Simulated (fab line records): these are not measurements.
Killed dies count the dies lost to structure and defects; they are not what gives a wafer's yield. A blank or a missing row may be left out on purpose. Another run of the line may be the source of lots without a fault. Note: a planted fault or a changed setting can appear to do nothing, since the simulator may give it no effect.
Struck lot and sound lot, side by side ; flow n5 finfet ; 29 out of 1938 route steps
Sound: these wafers, L356.1, L356.3, L356.5. Struck: wafer L353.4 (left out: L353.2, L353.3 of the same lot, which were not struck); the cause appears at the end.
Order at every step that has rows: each side's tool, ch and its chambers, its first start. Under that, the readings that differ: sound wafers ; struck wafers ; difference of the means ; sigmas: that difference in standard deviations of wafers without a fault.
alike: same words and numbers on both sides, and readings whose means sit less than 2 such deviations apart. not compared: any withheld reading, any reading some wafer has no value for, any bound like >300 that may hide the same value, and any number with overlapping values for which the record gives no deviation.
A row with sigmas, a row that says differs or no value, or rows on one side alone: a step with any of these is where the two part. Non-overlapping numbers with no deviation appear without sigmas and do not part them. A reading missing from all wafers of one side parts the sides only when that side holds two or more wafers.

first, 10 steps without rows for these wafers: N5_FIN_SAQP_ETCH_69 (etches SOC in N2/H2, stops on SiNx, target depth 150 nm); N5_FIN_SAQP_ETCH_67 (etches SiNx in CH3F/O2, target depth 30 nm); N5_FIN_SAQP_STRIP_70 (strips in N2/H2); N5_FIN_SAQP_RECESS_71 (chemistry HF/NH3, target SiO2, target depth 3 nm, afs cycles 1, sublimation time 60 s); N5_FIN_SAQP_SPACER2_ALD_28 (deposits SiO2, target thk 8.1 nm, pulse time 1 s, purge time 2 s); N5_FIN_SAQP_SPACER2_ETCHBACK_29 (etches SiO2 in CHF3/O2, target depth 12.2 nm, time 6.1 s); N5_FIN_SAQP_MANDREL2_REMOVE_60 (chemistry HBr/Cl2/O2, target a-Si, stops on SiNx, bt time 10 s); N5_FIN_SAQP_HM_OPEN_33 (chemistry CH3F/O2, target SiNx, target depth 49.4 nm, time 70.6 s); N5_FIN_SAQP_ETCH_34 (etches SiO2 in C4F6/O2, target depth 45 nm, time 15 s); N5_FIN_SAQP_STRIP_77 (strips in N2/H2, time 90 s).
N5_FIN_SAQP_ETCH_64: etches SiO2 in CF4, target depth 1.5 nm.
  sound on rie si-02 ch 0,1,3, day 6 20:11; struck on rie si-03 ch 0, day 6 01:40
reading;sound;struck;difference;sigmas
drypump motor current A (A);4.8 5.4 5.6;6.2;+0.9;+2
he backside leak sccm (sccm);2.3 2.8 2.4;3.2;+0.7;+2
  alike: oes product au, throttle valve pct
  not compared: rf hours counter h
then, 4 steps without rows for these wafers: N5_FIN_SAQP_FIN_ETCH_36 (etches the open film in HBr/Cl2/O2, target depth 120 nm, time 50.4 s); N5_FIN_SAQP_PRECLEAN_38 (cleans in O3/DIW, time 45 s); N5_FIN_SAQP_PRECLEAN_45 (cleans in dHF, time 10 s); N5_FIN_SAQP_SRD_39 (time 30 s).
N5_FIN_SAQP_INSPECT_40: inspects for defects (brightfield).
  sound on defect inspect-02, day 6 20:28; struck on defect inspect-02, day 6 01:56
reading;sound;struck;difference;sigmas
raw defect count;231 123 142;1128;+963;+15
then, 9 steps without rows for these wafers: N5_FIN_CUT_COAT_18 (time 60 s, resist thk 230 nm); N5_FIN_CUT_COAT_19 (time 60 s, resist thk 20 nm); N5_FIN_CUT_COAT_29 (time 60 s, resist thk 10 nm); N5_FIN_CUT_COAT_02 (resist thk 30 nm); N5_FIN_CUT_EBR_04; N5_FIN_CUT_SOFTBAKE_03 (time 60 s); N5_FIN_CUT_EXPOSE_05 (exposes mask FIN CUT); N5_FIN_CUT_PEB_06 (peb time 60 s); N5_FIN_CUT_DEVELOP_07 (develop time 30 s).
N5_FIN_CUT_INSPECT_10: inspects for defects (brightfield).
  sound on defect inspect-01, day 6 20:59; struck on defect inspect-01, day 6 02:28
reading;sound;struck;difference;sigmas
raw defect count;43 20 25;928;+899;+69
then, 1 step without rows for these wafers: N5_FIN_CUT_DESCUM_13 (chemistry O2, time 7 s).
-- a jump in the record: the struck wafers' starts before and after are 6 days apart (it breaks off in module FIN_CUT and resumes in module BEOL_M4, where the first step shown is number 1111 of the route) --
N5_BEOL_M4_RC_MEAS_101:
  sound on prober-02 ch 0, day 12 18:47; struck on prober-02 ch 0, day 11 15:44
reading;sound;struck;difference;sigmas
DIBL_P (mV/V);35.5 34.4 32.1;39.1;+5.1;+3
IOFF_N (nA/um);0.168 0.148 0.128;0.206;+0.058;+2
IOFF_P (nA/um);0.20 0.19 0.16;0.27;+0.09;+3
ION_N (uA/um);664 673 649;685;+23;+2
ION_P (uA/um);462 459 445;474;+19;+3
VT_N (mV);246.6 252.9 256.6;244.7;-7.3;-2
VT_P (mV);-250 -251 -255;-245;+7;+2
  alike: DIBL_N, SS_N, SS_P
-- the record jumps here: 5 days lie between the struck wafers' starts before and after (it left off in module BEOL_M4 and takes up again in module PASSIVATION, whose first step shown is number 1936 of the route) --
N5_PASSIVATION_PROBE_49:
  sound on prober-02, day 16 20:10; struck on prober-01, day 16 08:06
reading;sound;struck;difference;sigmas
defect limited yield (%);92.4 90.9 90.5;84.8;-6.5;-5
killed at contacts;24 22 20;9;-13;-2
killed at front end;28 28 38;107;+76;+7
killed dies;90 107 112;179;+76;+5
killed on rim;13 14 16;31;+17;+4
killed short;30 28 38;51;+19;+3
sort_bin_5_function (%);4.7 5.3 5.8;8.6;+3.3;+4
sort_bin_6_memory (%);2.8 3.4 3.6;4.7;+1.4;+2
sort n pass;1090 1073 1068;1001;-76;-5
sort yield pct (%);92.4 90.9 90.5;84.8;-6.5;-5
  alike: killed_at_M0_to_M3, killed_at_M4_up, killed at other, killed open

WHERE THEY PART
Earliest at N5_FIN_SAQP_ETCH_64; latest, in this record, at N5_PASSIVATION_PROBE_49.

WHY: whatever the simulator had introduced
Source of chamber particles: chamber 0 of rie si-03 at N5_FIN_SAQP_ETCH_64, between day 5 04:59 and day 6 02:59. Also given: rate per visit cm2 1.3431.
